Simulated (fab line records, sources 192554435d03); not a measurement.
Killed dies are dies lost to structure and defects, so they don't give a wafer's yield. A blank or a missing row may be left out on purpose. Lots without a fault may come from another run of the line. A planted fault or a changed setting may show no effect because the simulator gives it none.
A struck lot beside a sound one | flow n5_finfet | 36 steps out of a route of 1938
Sound: wafers L922.2, L922.4, L922.5. Struck: wafers L921.1, L921.3, L921.6. The cause comes at the end.
At each step with rows: each side's tool, then ch and its chambers, then its first start. Under that, the readings that differ: sound wafers | struck wafers | difference of the means | sigmas: that difference in standard deviations of wafers without a fault.
alike: readings whose means differ by less than 2 such deviations, and words and numbers that are the same on both sides. not compared: withheld readings, readings that some wafer has no value for, bounds like >300 that may hide the same value, and numbers for which the record gives no deviation and whose values overlap.
The two part at a step that has a row with sigmas, a row that says differs or no value, or rows on one side only. Numbers that don't overlap but have no deviation are shown without sigmas and don't part them. A reading that every wafer of one side lacks parts them only if that side has two wafers or more.

first, 9 steps without rows for these wafers: N5_WELL_APT_COAT_19 (resist thk 950 nm); N5_WELL_APT_EBR_21; N5_WELL_APT_SOFTBAKE_20 (time 60 s); N5_WELL_APT_EXPOSE_22 (exposes mask PWELL, defocus 0 nm, target cd 200 nm); N5_WELL_APT_PEB_23 (peb time 90 s); N5_WELL_APT_DEVELOP_24 (develop time 45 s); N5_WELL_APT_HARDBAKE_29 (time 120 s); N5_WELL_APT_DESCUM_30 (chemistry O2, time 7.9 s); N5_WELL_APT_IMPLANT_31.
N5_WELL_APT_IMPLANT_32:
  sound on implanter-01 ch 0, day 7 03:44; struck on implanter-02 ch 0, day 6 21:21
  reading            | sound                            | struck                          | difference  | sigmas
  dose_ions_cm2      | 2.0003e+13 1.9994e+13 2.0033e+13 | 3.0523e+13 3.051e+13 3.0506e+13 | +1.0503e+13 | +99 or more
  faraday_current_uA | 258 261 248                      | 382 385 392                     | +131        | +27
  alike: end_station_pressure_torr
then, 25 steps without rows for these wafers: N5_WELL_APT_STRIP_33 (strips in SPM, time 900 s); N5_WELL_APT_RTA_34 (time 10 s); N5_WELL_APT_OXIDE_STRIP_42 (strips SiO2 in dHF, time 45 s, target depth 12 nm); N5_WELL_APT_PRECLEAN_36 (cleans in O3/DIW, time 45 s); N5_WELL_APT_PRECLEAN_39 (cleans in dHF, time 60 s); N5_WELL_APT_SRD_37 (time 30 s); N5_WELL_APT_EPI_41 (deposits Si from SiH4/H2, target thk 50 nm, time 297.7 s); N5_PMOS_HMC_CHANNEL_EPI_HM_DEP_34 (deposits SiO2 from TEOS/O2, target thk 36 nm, time 6.9 s); N5_PMOS_HMC_CHANNEL_EPI_COAT_31 (time 60 s, resist thk 66 nm); N5_PMOS_HMC_CHANNEL_EPI_COAT_03 (resist thk 205 nm); N5_PMOS_HMC_CHANNEL_EPI_EBR_05; N5_PMOS_HMC_CHANNEL_EPI_SOFTBAKE_04 (time 60 s); N5_PMOS_HMC_CHANNEL_EPI_EXPOSE_06 (exposes mask PMOS HMC BLK, target cd 240 nm); N5_PMOS_HMC_CHANNEL_EPI_PEB_07 (peb time 60 s); N5_PMOS_HMC_CHANNEL_EPI_DEVELOP_08 (develop time 30 s); N5_PMOS_HMC_CHANNEL_EPI_DESCUM_14 (chemistry O2, time 7.9 s); N5_PMOS_HMC_CHANNEL_EPI_ETCH_32 (etches BARC in N2/H2, stops on SiO2, target depth 85.8 nm, time 50.3 s); N5_PMOS_HMC_CHANNEL_EPI_HM_OPEN_15 (chemistry CHF3/O2, target SiO2, target depth 40.6 nm, time 20.3 s); N5_PMOS_HMC_CHANNEL_EPI_STRIP_33 (strips in N2/H2); N5_PMOS_HMC_CHANNEL_EPI_STRIP_17 (strips in SPM, time 750 s); N5_PMOS_HMC_CHANNEL_EPI_ETCH_38 (etches SiO2 in CF4, target depth 1.5 nm); N5_PMOS_HMC_CHANNEL_EPI_FIN_RECESS_16 (chemistry HBr/Cl2, target Si, target depth 54 nm, time 18 s); N5_PMOS_HMC_CHANNEL_EPI_PRECLEAN_36 (cleans in O3/DIW, time 45 s); N5_PMOS_HMC_CHANNEL_EPI_PRECLEAN_18 (cleans in DHF, time 30 s); N5_PMOS_HMC_CHANNEL_EPI_SRD_19 (time 30 s).
-- the record jumps here: 7 days lie between the struck wafers' starts before and after (it left off in module PMOS_HMC_CHANNEL_EPI and takes up again in module BEOL_M4, whose first step shown is number 1111 of the route) --
N5_BEOL_M4_RC_MEAS_101:
  sound on prober-01 ch 0, day 13 20:28; struck on prober-01 ch 0, day 13 12:37
  reading             | sound                      | struck                     | difference | sigmas
  CJ_N                | 4.46 4.45 4.48             | 5.38 5.31 5.30             | +0.87      | +10
  IOFF_N_LONG (nA/um) | 5.54e-05 5.55e-05 5.48e-05 | 6.58e-05 6.56e-05 6.48e-05 | +1.02e-05  | +4
  RS_PWELL (ohm/sq)   | 2994 3004 3011             | 2900 2907 2896             | -102       | -4
  alike: DIBL_N, DIBL_P, IOFF_N, IOFF_P, ION_N, ION_P, SS_N, SS_P, VT_N, VT_P

WHERE THEY PART
First at N5_WELL_APT_IMPLANT_32; last, within this record, at N5_BEOL_M4_RC_MEAS_101.

WHY: what the simulator had put in
Process parameter drift: implanter-02, from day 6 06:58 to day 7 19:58, at N5_WELL_APT_IMPLANT_32. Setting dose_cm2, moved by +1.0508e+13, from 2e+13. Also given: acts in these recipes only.
